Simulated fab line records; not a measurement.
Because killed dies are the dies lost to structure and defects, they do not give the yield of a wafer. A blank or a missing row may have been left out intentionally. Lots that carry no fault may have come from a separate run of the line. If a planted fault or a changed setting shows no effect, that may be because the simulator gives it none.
2 desks looking at one fault ; flow nandHarc ; each desk has only its own numbers; what lay behind them comes last

## AT THE METROLOGY DESK
What the gauges read, lot by lot, whatever tool the lot ran on: means of the sampled wafers that have a number. If a lot's mean is further than 4 standard deviations from the usual mean, the lot is out of limits and carries the mark OUT (the distance appears in the brackets).
Columns: A = thkNm at NHARC_A_M0_THK_MEAS_24, usual 113.6 nm
lot;first seen here;A
L300;day 22 13:02;113.8
L303;day 23 10:32;112.1
L302;day 23 15:39;112.2
L304;day 24 03:44;114.7
L305;day 24 19:43;114.5
L306;day 25 03:30;113.0
L307;day 25 18:22;112.4
L310;day 27 00:03;113.4
L315;day 28 09:20;114.3
L313;day 28 16:19;113.7
L316;day 29 08:36;114.5
L317;day 30 21:36;114.9
L320;day 31 07:04;114.6
L323;day 31 15:17;114.8
This desk found nothing out of limits on any of the 14 lots.

## DESK OF THE TOOL OWNER: pecvd-04
The tool's own readings at NHARC_A_M1_DEP_00 (deposits SiOC, target thk 182.5 nm): means of the sampled wafers that have a number, for each lot that ran on this tool. If a lot's mean is further than 4 standard deviations from the usual mean, the lot is out of limits and carries the mark OUT (the distance appears in the brackets).
Columns: A = chamberPressureTorr at NHARC_A_M1_DEP_00, usual 4.999 Torr; B = rfFwdPowerW at NHARC_A_M1_DEP_00, usual 598.7 W
lot;first seen here;A;B
L304;day 24 04:27;4.988;599.6
L305;day 24 20:28;5.005;598.7
L310;day 27 00:50;5.007;597.5
L317;day 30 22:25;5.006;598.6
L320;day 31 07:50;4.999;599.0
L323;day 31 16:02;4.993;600.3
This desk found nothing out of limits on any of the 6 lots.

## BROUGHT TOGETHER
Nothing out of limits was seen by the metrology desk.
The desk of the tool owner found nothing out of limits.

## WHAT WAS PUT IN BY THE SIMULATOR
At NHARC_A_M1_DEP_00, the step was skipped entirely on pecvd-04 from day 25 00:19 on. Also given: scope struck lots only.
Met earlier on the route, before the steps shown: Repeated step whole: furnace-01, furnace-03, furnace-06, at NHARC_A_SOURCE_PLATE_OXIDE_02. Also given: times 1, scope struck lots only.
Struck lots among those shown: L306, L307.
